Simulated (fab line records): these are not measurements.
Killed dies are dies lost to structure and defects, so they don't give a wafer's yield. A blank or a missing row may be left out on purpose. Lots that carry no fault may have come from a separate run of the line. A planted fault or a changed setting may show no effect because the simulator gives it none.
The tool behind it: which one? :: flow nand harc :: 13 lots, 37 wafers sampled, at 5 steps of a route of 1302

## WHAT THE GAUGES READ, wafer by wafer
NHARC_A_CONTACT_INSPECT_44.
lot: L877
measured: day 21 14:28
on: defect inspect-02
raw defect count: 21 11 21

lot: L880
measured: day 22 11:31
on: defect inspect-01
raw defect count: 110 114 105

lot: L881
measured: day 22 19:56
on: defect inspect-01
raw defect count: 68 62

lot: L882
measured: day 23 03:13
on: defect inspect-02
raw defect count: 126 135

lot: L883
measured: day 23 22:23
on: defect inspect-02
raw defect count: 54 61 68

lot: L890
measured: day 26 17:29
on: defect inspect-01
raw defect count: 80 90 69

lot: L892
measured: day 27 06:01
on: defect inspect-02
raw defect count: 65 105 94

lot: L891
measured: day 27 15:34
on: defect inspect-01
raw defect count: 151 140 159

lot: L894
measured: day 28 03:59
on: defect inspect-01
raw defect count: 73 78 88

lot: L893
measured: day 28 14:13
on: defect inspect-02
raw defect count: 93 108 110

lot: L895
measured: day 29 00:57
on: defect inspect-02
raw defect count: 61 66 67

lot: L898
measured: day 29 14:31
on: defect inspect-02
raw defect count: 32 35 30

lot: L896
measured: day 29 20:44
on: defect inspect-02
raw defect count: 73 93 61

NHARC_END_SORT_01.
lot: L881
measured: day 25 20:20
on: prober-01
killed at array: 37 36
killed at other: 3 2
killed at periphery: 3 5
killed dies: 43 43
killed open: 5 1
killed short: 0 2

lot: L892
measured: day 30 11:53
on: prober-02
killed at array: 36 55 59
killed at other: 0 1 1
killed at periphery: 2 0 4
killed dies: 38 56 64
killed open: 5 3 3
killed short: 5 0 2

lot: L891
measured: day 30 17:22
on: prober-01
killed at array: 68 86 81
killed at other: 0 1 0
killed at periphery: 3 0 5
killed dies: 71 87 86
killed open: 0 4 3
killed short: 6 3 2

lot: L894
measured: day 31 01:12
on: prober-02
killed at array: 40 43 52
killed at other: 0 2 0
killed at periphery: 8 4 4
killed dies: 48 49 56
killed open: 3 0 4
killed short: 2 3 5

lot: L893
measured: day 31 21:11
on: prober-01
killed at array: 59 60 63
killed at other: 0 0 1
killed at periphery: 3 1 4
killed dies: 62 61 68
killed open: 3 1 2
killed short: 4 3 2

lot: L895
measured: day 32 20:59
on: prober-02
killed at array: 44 47 45
killed at other: 0 1 0
killed at periphery: 2 3 2
killed dies: 46 51 47
killed open: 3 2 6
killed short: 1 2 4

lot: L896
measured: day 33 01:45
on: prober-01
killed at array: 56 62 43
killed at other: 1 1 0
killed at periphery: 2 4 4
killed dies: 59 67 47
killed open: 3 4 2
killed short: 4 2 2

## WHICH TOOL RAN EACH LOT (tool, then ch and the chambers of the sampled wafers, then the start)
lot: L877
NHARC_A_CONTACT_ETCH_49: rie diel-03 ch 2,3, day 21 14:47
NHARC_A_CONTACT_ETCH_113: har cap etch-03 ch 0,1, day 21 17:04
NHARC_A_CONTACT_ETCH_114: har cap etch-03 ch 0,1, day 21 17:14

lot: L880
NHARC_A_CONTACT_ETCH_49: rie diel-03 ch 0,1,2, day 22 11:52
NHARC_A_CONTACT_ETCH_113: har cap etch-03 ch 0,1, day 22 14:07
NHARC_A_CONTACT_ETCH_114: har cap etch-03 ch 0,1, day 22 14:17

lot: L881
NHARC_A_CONTACT_ETCH_49: rie diel-03 ch 2,3, day 22 20:19
NHARC_A_CONTACT_ETCH_113: har cap etch-02 ch 0,1, day 22 22:17
NHARC_A_CONTACT_ETCH_114: har cap etch-02 ch 0,1, day 22 22:28

lot: L882
NHARC_A_CONTACT_ETCH_49: rie diel-03 ch 0,1, day 23 03:35
NHARC_A_CONTACT_ETCH_113: har cap etch-02 ch 0,1, day 23 05:37
NHARC_A_CONTACT_ETCH_114: har cap etch-02 ch 0,1, day 23 05:47

lot: L883
NHARC_A_CONTACT_ETCH_49: rie diel-03 ch 0,1,3, day 23 22:39
NHARC_A_CONTACT_ETCH_113: har cap etch-02 ch 0,1, day 24 00:38
NHARC_A_CONTACT_ETCH_114: har cap etch-02 ch 0,1, day 24 00:48

lot: L890
NHARC_A_CONTACT_ETCH_49: rie diel-03 ch 0,3, day 26 17:45
NHARC_A_CONTACT_ETCH_113: har cap etch-03 ch 0,1, day 26 19:56
NHARC_A_CONTACT_ETCH_114: har cap etch-03 ch 0,1, day 26 20:07

lot: L892
NHARC_A_CONTACT_ETCH_49: rie diel-03 ch 0,1,3, day 27 06:53
NHARC_A_CONTACT_ETCH_113: har cap etch-02 ch 0,1, day 27 08:55
NHARC_A_CONTACT_ETCH_114: har cap etch-02 ch 0,1, day 27 09:05

lot: L891
NHARC_A_CONTACT_ETCH_49: rie diel-01 ch 1,2,3, day 27 15:50
NHARC_A_CONTACT_ETCH_113: har cap etch-01 ch 0,1, day 27 17:58
NHARC_A_CONTACT_ETCH_114: har cap etch-01 ch 0,1, day 27 18:09

lot: L894
NHARC_A_CONTACT_ETCH_49: rie diel-03 ch 1,2, day 28 04:16
NHARC_A_CONTACT_ETCH_113: har cap etch-03 ch 0,1, day 28 06:16
NHARC_A_CONTACT_ETCH_114: har cap etch-03 ch 0,1, day 28 06:26

lot: L893
NHARC_A_CONTACT_ETCH_49: rie diel-10 ch 0,1,3, day 28 14:41
NHARC_A_CONTACT_ETCH_113: har cap etch-02 ch 0, day 28 17:03
NHARC_A_CONTACT_ETCH_114: har cap etch-02 ch 0, day 28 17:13

lot: L895
NHARC_A_CONTACT_ETCH_49: rie diel-01 ch 0,1,3, day 29 01:11
NHARC_A_CONTACT_ETCH_113: har cap etch-01 ch 0,1, day 29 03:13
NHARC_A_CONTACT_ETCH_114: har cap etch-01 ch 0,1, day 29 03:23

lot: L898
NHARC_A_CONTACT_ETCH_49: rie diel-03 ch 1,2,3, day 29 14:50
NHARC_A_CONTACT_ETCH_113: har cap etch-03 ch 0,1, day 29 16:48
NHARC_A_CONTACT_ETCH_114: har cap etch-03 ch 0,1, day 29 16:58

lot: L896
NHARC_A_CONTACT_ETCH_49: rie diel-03 ch 0,1, day 29 21:05
NHARC_A_CONTACT_ETCH_113: har cap etch-01 ch 0,1, day 29 23:43
NHARC_A_CONTACT_ETCH_114: har cap etch-01 ch 0,1, day 29 23:53
- NHARC_A_CONTACT_ETCH_49: etches the open film in N2/H2, target depth 260 nm, time 475.3 s.
- NHARC_A_CONTACT_ETCH_113: etches the open film in C4F8/O2/Ar, time 190 s, target depth 1850 nm.
- NHARC_A_CONTACT_ETCH_114: etches the open film in C4F8/O2/Ar, time 190 s, target depth 1850 nm.

## AS READ BY THE TOOLS THEMSELVES (means over the sampled wafers that have a number; for cases with no such wafer, the mark the record gives instead)
NHARC_A_CONTACT_ETCH_49.
lot: L877
tool: rie diel-03
chamber pressure mTorr (mTorr): 30.03
drypump motor current A (A): 6.0
oes product au (a.u.): 0.985
rf vpp V (V): 428
showerhead plenum p Torr (Torr): 1.98
throttle valve pct (%): 14.170

lot: L880
tool: rie diel-03
chamber pressure mTorr (mTorr): 30.00
drypump motor current A (A): 6.0
oes product au (a.u.): 0.998
rf vpp V (V): 429
showerhead plenum p Torr (Torr): 1.99
throttle valve pct (%): 14.172

lot: L881
tool: rie diel-03
chamber pressure mTorr (mTorr): 30.02
drypump motor current A (A): 6.0
oes product au (a.u.): 0.990
rf vpp V (V): 430
showerhead plenum p Torr (Torr): 2.02
throttle valve pct (%): 14.163

lot: L882
tool: rie diel-03
chamber pressure mTorr (mTorr): 30.01
drypump motor current A (A): 6.0
oes product au (a.u.): 0.994
rf vpp V (V): 430
showerhead plenum p Torr (Torr): 2.04
throttle valve pct (%): 14.178

lot: L883
tool: rie diel-03
chamber pressure mTorr (mTorr): 29.99
drypump motor current A (A): 6.1
oes product au (a.u.): 0.993
rf vpp V (V): 432
showerhead plenum p Torr (Torr): 2.07
throttle valve pct (%): 14.167

lot: L890
tool: rie diel-03
chamber pressure mTorr (mTorr): 29.99
drypump motor current A (A): 5.9
oes product au (a.u.): 1.000
rf vpp V (V): 429
showerhead plenum p Torr (Torr): 1.98
throttle valve pct (%): 14.180

lot: L892
tool: rie diel-03
chamber pressure mTorr (mTorr): 30.00
drypump motor current A (A): 6.1
oes product au (a.u.): 1.005
rf vpp V (V): 431
showerhead plenum p Torr (Torr): 2.06
throttle valve pct (%): 14.166

lot: L891
tool: rie diel-01
chamber pressure mTorr (mTorr): 30.04
drypump motor current A (A): 5.8
oes product au (a.u.): 1.007
rf vpp V (V): 431
showerhead plenum p Torr (Torr): 2.08
throttle valve pct (%): 14.171

lot: L894
tool: rie diel-03
chamber pressure mTorr (mTorr): 30.00
drypump motor current A (A): 6.2
oes product au (a.u.): 1.001
rf vpp V (V): 431
showerhead plenum p Torr (Torr): 2.06
throttle valve pct (%): 14.164

lot: L893
tool: rie diel-10
chamber pressure mTorr (mTorr): 30.02
drypump motor current A (A): 5.8
oes product au (a.u.): 1.004
rf vpp V (V): 430
showerhead plenum p Torr (Torr): 2.01
throttle valve pct (%): 14.167

lot: L895
tool: rie diel-01
chamber pressure mTorr (mTorr): 30.01
drypump motor current A (A): 5.8
oes product au (a.u.): 1.005
rf vpp V (V): 432
showerhead plenum p Torr (Torr): 2.08
throttle valve pct (%): 14.174

lot: L898
tool: rie diel-03
chamber pressure mTorr (mTorr): 30.00
drypump motor current A (A): 6.2
oes product au (a.u.): 1.000
rf vpp V (V): 431
showerhead plenum p Torr (Torr): 2.06
throttle valve pct (%): 14.174

lot: L896
tool: rie diel-03
chamber pressure mTorr (mTorr): 29.99
drypump motor current A (A): 6.0
oes product au (a.u.): 1.001
rf vpp V (V): 429
showerhead plenum p Torr (Torr): 1.98
throttle valve pct (%): 14.165

NHARC_A_CONTACT_ETCH_113.
lot: L877
tool: har cap etch-03
chamber pressure mTorr (mTorr): 20.005

lot: L880
tool: har cap etch-03
chamber pressure mTorr (mTorr): 19.999

lot: L881
tool: har cap etch-02
chamber pressure mTorr (mTorr): 19.989

lot: L882
tool: har cap etch-02
chamber pressure mTorr (mTorr): 20.006

lot: L883
tool: har cap etch-02
chamber pressure mTorr (mTorr): 20.013

lot: L890
tool: har cap etch-03
chamber pressure mTorr (mTorr): 19.995

lot: L892
tool: har cap etch-02
chamber pressure mTorr (mTorr): 19.991

lot: L891
tool: har cap etch-01
chamber pressure mTorr (mTorr): 20.000

lot: L894
tool: har cap etch-03
chamber pressure mTorr (mTorr): 19.999

lot: L893
tool: har cap etch-02
chamber pressure mTorr (mTorr): 19.986

lot: L895
tool: har cap etch-01
chamber pressure mTorr (mTorr): 20.018

lot: L898
tool: har cap etch-03
chamber pressure mTorr (mTorr): 19.993

lot: L896
tool: har cap etch-01
chamber pressure mTorr (mTorr): 20.014

NHARC_A_CONTACT_ETCH_114.
lot: L877
tool: har cap etch-03
chamber pressure mTorr (mTorr): 20.003

lot: L880
tool: har cap etch-03
chamber pressure mTorr (mTorr): 20.002

lot: L881
tool: har cap etch-02
chamber pressure mTorr (mTorr): 19.987

lot: L882
tool: har cap etch-02
chamber pressure mTorr (mTorr): 20.003

lot: L883
tool: har cap etch-02
chamber pressure mTorr (mTorr): 19.994

lot: L890
tool: har cap etch-03
chamber pressure mTorr (mTorr): 20.005

lot: L892
tool: har cap etch-02
chamber pressure mTorr (mTorr): 20.000

lot: L891
tool: har cap etch-01
chamber pressure mTorr (mTorr): 20.004

lot: L894
tool: har cap etch-03
chamber pressure mTorr (mTorr): 20.012

lot: L893
tool: har cap etch-02
chamber pressure mTorr (mTorr): 19.994

lot: L895
tool: har cap etch-01
chamber pressure mTorr (mTorr): 20.002

lot: L898
tool: har cap etch-03
chamber pressure mTorr (mTorr): 20.008

lot: L896
tool: har cap etch-01
chamber pressure mTorr (mTorr): 20.002

## THE ANSWER, worked out from the rows above alone
Rule: usual is defined by the lots themselves. Put in order of their means at a reading, lots are off if they are a third of the lots or fewer, leave a main group of 4 or more, and stand apart from it by a gap of 3 or more times the standard deviation of the main group's means; of several such gaps the widest counts. The tables above print the reading to a certain number of digits; a main group whose means all agree to those digits is not used. Also off: a lot with no number at a reading for which 4 or more lots have one. The other lots that the step has rows for count as sound. First the gauges in route order, then the tools' own readings, where a lot's mean is used as printed above. The first step at which some lot is off is used, and at that step the reading that is off furthest; a lot without a number counts as furthest.
Off: L881, at NHARC_END_SORT_01 (killed at other). Main group: mean 0.5, sd 0.17. Neither off nor sound, because the step has no rows for them: L877, L880, L882, L883, L890, L898.
If a tool, at a process step before that reading, ran all the lots that are off and no sound lot after the first of them, it fits. Those tools and the gauges at NHARC_END_SORT_01 are tried in the same way. Not one of the candidates tried fits.

## WHAT THE SIMULATOR HAD INSERTED
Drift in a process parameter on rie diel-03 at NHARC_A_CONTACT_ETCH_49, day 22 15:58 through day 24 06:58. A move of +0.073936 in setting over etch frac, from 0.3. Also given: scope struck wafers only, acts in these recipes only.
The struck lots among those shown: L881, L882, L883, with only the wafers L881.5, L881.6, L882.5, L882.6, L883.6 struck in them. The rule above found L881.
